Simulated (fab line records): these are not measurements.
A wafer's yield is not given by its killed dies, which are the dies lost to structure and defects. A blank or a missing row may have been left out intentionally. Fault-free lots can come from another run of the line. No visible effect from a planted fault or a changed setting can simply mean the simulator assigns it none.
Which tool was responsible?    flow n5 finfet    11 lots, 33 wafers sampled, at 5 steps of a route of 1938

WHAT EACH GAUGE READ, for each wafer
N5_BEOL_M6_THK_MEAS_01. Usual: for M6_ILD_THK the level is 154.8 nm and the standard deviation is 1.8.
lot   measured      on             M6_ILD_THK (nm)    flag
L538  day 8 18:34   film metro-01  152.3 152.7 154.7  
L539  day 10 02:09  film metro-01  153.3 153.2 153.9  
L542  day 10 04:34  film metro-01  175.5 179.2 179.3  OFF
L543  day 10 05:44  film metro-02  179.9 182.2 181.9  OFF
L545  day 10 15:38  film metro-01  156.7 156.8 155.9  
L550  day 12 12:44  film metro-02  153.4 153.0 152.9  
L552  day 12 17:19  film metro-01  156.2 155.2 156.6  
L553  day 12 22:06  film metro-02  154.6 157.4 157.3  
L555  day 13 11:51  film metro-01  150.2 152.4 155.6  
L556  day 13 16:29  film metro-02  151.6 154.4 157.9  
L558  day 14 07:20  film metro-01  154.9 156.2 154.8  

WHICH TOOL RAN EACH LOT (tool, then ch and the chambers of the sampled wafers, then the start)
lot   N5_BEOL_M5_ANNEAL_82          N5_BEOL_M5_ANNEAL_84          N5_BEOL_M5_ANNEAL_89          N5_BEOL_M6_CURE_74
L538  pvd sputter-01, day 8 13:21   pvd sputter-01, day 8 14:26   pvd sputter-01, day 8 15:31   uv cure-03 ch 1, day 8 18:04
L539  pvd sputter-02, day 9 21:16   pvd sputter-02, day 9 22:22   pvd sputter-02, day 9 23:26   uv cure-01 ch 0, day 10 01:38
L542  pvd sputter-01, day 9 23:40   pvd sputter-01, day 10 00:44  pvd sputter-01, day 10 01:50  uv cure-02 ch 2, day 10 04:02
L543  pvd sputter-03, day 10 00:49  pvd sputter-03, day 10 01:53  pvd sputter-03, day 10 02:59  uv cure-03 ch 1, day 10 05:13
L545  pvd sputter-03, day 10 07:01  pvd sputter-03, day 10 08:06  pvd sputter-03, day 10 09:11  uv cure-03 ch 1, day 10 15:17
L550  pvd sputter-02, day 12 07:15  pvd sputter-02, day 12 08:20  pvd sputter-02, day 12 09:25  uv cure-03 ch 2, day 12 12:18
L552  pvd sputter-01, day 12 12:26  pvd sputter-01, day 12 13:31  pvd sputter-01, day 12 14:37  uv cure-02 ch 2, day 12 17:02
L553  pvd sputter-01, day 12 16:54  pvd sputter-01, day 12 17:59  pvd sputter-01, day 12 19:04  uv cure-01 ch 1, day 12 21:35
L555  pvd sputter-01, day 13 06:38  pvd sputter-01, day 13 07:43  pvd sputter-01, day 13 08:48  uv cure-03 ch 1, day 13 11:25
L556  pvd sputter-03, day 13 11:34  pvd sputter-03, day 13 12:39  pvd sputter-03, day 13 13:44  uv cure-01 ch 1, day 13 15:59
L558  pvd sputter-01, day 14 02:28  pvd sputter-01, day 14 03:33  pvd sputter-01, day 14 04:38  uv cure-02 ch 1, day 14 06:50
- N5_BEOL_M5_ANNEAL_82: time 1800 s.
- N5_BEOL_M5_ANNEAL_84: time 1800 s.
- N5_BEOL_M5_ANNEAL_89: time 1800 s.
- N5_BEOL_M6_CURE_74: cures SiCOH lowk, time 240 s.

AS READ BY THE TOOLS THEMSELVES (means over the sampled wafers that have a number; for cases with no such wafer, the mark the record gives instead)
N5_BEOL_M5_ANNEAL_82. Usual: heater power w 849 W, standard deviation 86; susceptor temp C 399.98 C, standard deviation 0.21.
lot   tool            heater power w (W)  susceptor temp C (C)  flag
L538  pvd sputter-01  845                 400.07                
L539  pvd sputter-02  923                 399.92                
L542  pvd sputter-01  861                 400.24                
L543  pvd sputter-03  877                 399.88                
L545  pvd sputter-03  821                 400.09                
L550  pvd sputter-02  914                 399.90                
L552  pvd sputter-01  874                 400.12                
L553  pvd sputter-01  854                 399.87                
L555  pvd sputter-01  833                 399.83                
L556  pvd sputter-03  871                 400.17                
L558  pvd sputter-01  839                 399.89                

N5_BEOL_M5_ANNEAL_84. Usual: heater power w 848 W, standard deviation 84; susceptor temp C 399.99 C, standard deviation 0.23.
lot   tool            heater power w (W)  susceptor temp C (C)  flag
L538  pvd sputter-01  843                 399.65                
L539  pvd sputter-02  914                 399.84                
L542  pvd sputter-01  863                 399.98                
L543  pvd sputter-03  880                 400.11                
L545  pvd sputter-03  823                 400.13                
L550  pvd sputter-02  925                 400.10                
L552  pvd sputter-01  859                 400.09                
L553  pvd sputter-01  862                 400.10                
L555  pvd sputter-01  818                 400.09                
L556  pvd sputter-03  873                 400.10                
L558  pvd sputter-01  823                 399.88                

N5_BEOL_M5_ANNEAL_89. Usual: heater power w 850 W, standard deviation 86; susceptor temp C 399.98 C, standard deviation 0.23.
lot   tool            heater power w (W)  susceptor temp C (C)  flag
L538  pvd sputter-01  867                 400.08                
L539  pvd sputter-02  906                 399.97                
L542  pvd sputter-01  853                 400.11                
L543  pvd sputter-03  874                 400.16                
L545  pvd sputter-03  811                 400.15                
L550  pvd sputter-02  921                 400.14                
L552  pvd sputter-01  853                 400.00                
L553  pvd sputter-01  859                 399.87                
L555  pvd sputter-01  826                 400.10                
L556  pvd sputter-03  865                 399.82                
L558  pvd sputter-01  817                 399.86                

N5_BEOL_M6_CURE_74. Usual: lamp power pct 52.32 %, standard deviation 0.057; run length s 286.5 s, standard deviation 0.67; wafer_temp_C_max 386.8, standard deviation 0.73.
lot   tool        lamp power pct (%)  run length s (s)  wafer_temp_C_max  flag
L538  uv cure-03  52.38               286.8             386.1             
L539  uv cure-01  52.32               286.4             386.1             
L542  uv cure-02  -                   -                 -                 OFF
L543  uv cure-03  -                   -                 -                 OFF
L545  uv cure-03  52.35               286.9             385.9             
L550  uv cure-03  52.32               286.9             387.0             
L552  uv cure-02  52.27               287.1             387.2             
L553  uv cure-01  52.35               285.0             387.1             
L555  uv cure-03  52.32               286.8             385.8             
L556  uv cure-01  52.27               284.9             387.4             
L558  uv cure-02  52.36               286.9             387.9             

THE ANSWER, worked out from the rows above alone
Rule: lot off if the mean of its wafers having a number is beyond 3 standard deviations from the usual mean. A lot without any number at a reading at which 4 lots or more have one is off too. Where the step has rows for the other lots, those lots are counted as sound. Order of review: gauges by route order, followed by the tools' own readings, for which a lot's mean as printed above is used. The first step at which some lot is off is used, and at that step the reading that is off furthest; a lot without a number counts as furthest.
Off: L542, L543, seen at N5_BEOL_M6_THK_MEAS_01 (M6_ILD_THK).
If a tool, at a process step before that reading, ran all the lots that are off and no sound lot after the first of them, it fits. Not tried: the gauges at N5_BEOL_M6_THK_MEAS_01; whatever is off there is also off at N5_BEOL_M6_CURE_74, on other tools, and gauge error can't account for it. None of those tried fits.

WHAT THE SIMULATOR HAD INSERTED
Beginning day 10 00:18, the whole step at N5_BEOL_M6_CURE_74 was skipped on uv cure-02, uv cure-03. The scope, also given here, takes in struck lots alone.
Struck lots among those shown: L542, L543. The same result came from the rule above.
